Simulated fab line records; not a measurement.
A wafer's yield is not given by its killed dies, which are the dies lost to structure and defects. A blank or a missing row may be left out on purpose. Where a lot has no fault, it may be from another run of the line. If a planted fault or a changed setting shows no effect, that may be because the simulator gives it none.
Struck lot and sound lot, side by side ; flow nand_harc ; 14 steps out of a route of 1302
Sound: the wafers L817.1, L817.2, L817.5. Struck: wafers L806.1, L806.5 (left out: L806.4, a lot-mate that was not struck); the cause follows at the end.
For every step that has rows: the tool of each side, followed by ch and its chambers, followed by its first start. Under that, the readings that differ: sound wafers ; struck wafers ; difference of the means ; sigmas: that difference in standard deviations of wafers without a fault.
alike: readings with means less than 2 such deviations apart, plus words and numbers identical on both sides. not compared: withheld readings, readings lacking a value on some wafer, bounds such as >300 that could conceal the same value, and numbers that have no deviation in the record and whose values overlap.
Wherever a step has rows on one side only, a row that says differs or no value, or a row with sigmas, the two part there. Non-overlapping numbers with no deviation appear without sigmas and do not part them. Lack of a reading on every wafer of one side parts them only where that side has two or more wafers.

first, 8 steps without rows for these wafers: NHARC_A_M1_HMDS_02 (time 30 s); NHARC_A_M1_COAT_34 (time 65 s); NHARC_A_M1_COAT_03 (resist thk 90 nm); NHARC_A_M1_SOFTBAKE_04 (time 55 s); NHARC_A_M1_EBR_05; NHARC_A_M1_EXPOSE_06 (exposes mask A M1, target cd 120 nm); NHARC_A_M1_PEB_07 (peb time 65 s); NHARC_A_M1_DEVELOP_08 (develop time 35 s).
NHARC_A_M1_CD_MEAS_09: target cd 120 nm.
  sound on cd_sem-01 ch 0, day 28 21:52; struck on cd_sem-01 ch 0, day 23 18:16
reading;sound;struck;difference;sigmas
cd_nm (nm);120.4 121.3 119.9;119.3 119.6;-1.1;-2
NHARC_A_M1_OVL_MEAS_10: pitch 240 nm.
  struck on overlay-02, day 23 18:21; sound on overlay-01, day 28 21:56
  alike: overlay_x_nm, overlay_y_nm
NHARC_A_M1_INSPECT_11:
  struck on defect_inspect-02, day 23 18:23; sound on defect_inspect-01, day 28 21:59
  alike: raw_defect_count
NHARC_A_M1_DESCUM_14: chemistry O2, time 3 s.
  sound on rie_diel-01 ch 0,1, day 28 22:02; struck on rie_diel-12 ch 1,3, day 23 18:28
  alike: drypump_motor_current_A, o2_flow_sccm, oes_product_au, rf_vpp_V, showerhead_plenum_p_Torr, throttle_valve_pct
  not compared: rf_hours_counter_h
NHARC_A_M1_ETCH_35: etches the open film in N2/H2, target depth 40 nm, overetch 12 nm, time 43.94 s.
  sound on rie_diel-01 ch 0,2, day 28 22:08; struck on rie_diel-12 ch 3, day 23 18:34
reading;sound;struck;difference;sigmas
run_length_s (s);65.8 65.8 66.0;53.2 53.2;-12.7;-28
showerhead_plenum_p_Torr (Torr);2.09 2.21 2.09;1.89 1.89;-0.24;-2
  alike: drypump_motor_current_A, oes_product_au, rf_vpp_V, throttle_valve_pct
  not compared: rf_hours_counter_h
NHARC_A_M1_ETCH_15: etches the open film in C4F8/Ar, target depth 182.5 nm, time 91.2 s.
  sound: rie_diel-01 ch 0,2; struck: rie_diel-12 ch 2,3
reading;sound;struck;difference;sigmas
oes_product_au (a.u.);0.921 0.929 0.930;0.957 0.981;+0.042;+2
  alike: rf_vpp_V, run_length_s
  not compared: rf_hours_counter_h

== WHERE THEY PART ==
Last at NHARC_A_M1_ETCH_15 as far as this record goes, first at NHARC_A_M1_CD_MEAS_09.

WHY: whatever the simulator had introduced
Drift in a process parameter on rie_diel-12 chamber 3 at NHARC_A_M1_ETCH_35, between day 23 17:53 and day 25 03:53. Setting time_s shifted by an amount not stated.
